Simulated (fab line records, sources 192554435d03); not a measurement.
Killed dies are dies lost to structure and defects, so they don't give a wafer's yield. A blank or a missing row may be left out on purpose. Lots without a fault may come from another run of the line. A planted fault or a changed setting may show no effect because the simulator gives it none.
Which tool did it? | flow n5_finfet | 12 lots, 36 wafers sampled, at 1 step of a route of 1938

WHAT THE GAUGES READ, wafer by wafer
N5_BEOL_M11_THK_MEAS_53: measures by xrf.
lot  | measured     | on            | M11_THK (nm)
L076 | day 11 05:41 | film_metro-02 | 140 138 143
L077 | day 11 10:37 | film_metro-02 | 137 131 137
L079 | day 12 05:59 | film_metro-02 | 139 140 137
L080 | day 12 19:13 | film_metro-02 | 137 142 142
L083 | day 13 11:19 | film_metro-02 | 149 143 143
L085 | day 13 16:16 | film_metro-02 | 142 143 143
L087 | day 14 07:40 | film_metro-02 | 137 138 140
L091 | day 15 01:26 | film_metro-01 | 140 140 141
L088 | day 15 11:58 | film_metro-02 | 136 136 142
L095 | day 15 19:14 | film_metro-01 | 142 140 143
L093 | day 16 23:41 | film_metro-01 | 137 141 140
L097 | day 17 19:59 | film_metro-02 | 136 138 145

WHICH TOOL RAN EACH LOT (tool, then ch and the chambers of the sampled wafers, then the start)
The record holds no process step before these readings.

THE ANSWER, worked out from the rows above alone
Rule: what is usual is taken from the lots themselves. Put in order of their means at a reading, lots are off if they are a third of the lots or fewer, leave a main group of 4 or more, and stand apart from it by a gap of 3 or more times the standard deviation of the main group's means; of several such gaps the widest counts. A main group whose means are all the same, to the digits that the tables above print for the reading, isn't used. A lot without any number at a reading at which 4 lots or more have one is off too. The other lots that the step has rows for count as sound.
No lot is off at any reading shown: from this, nothing can be told.

WHAT THE SIMULATOR HAD PUT IN
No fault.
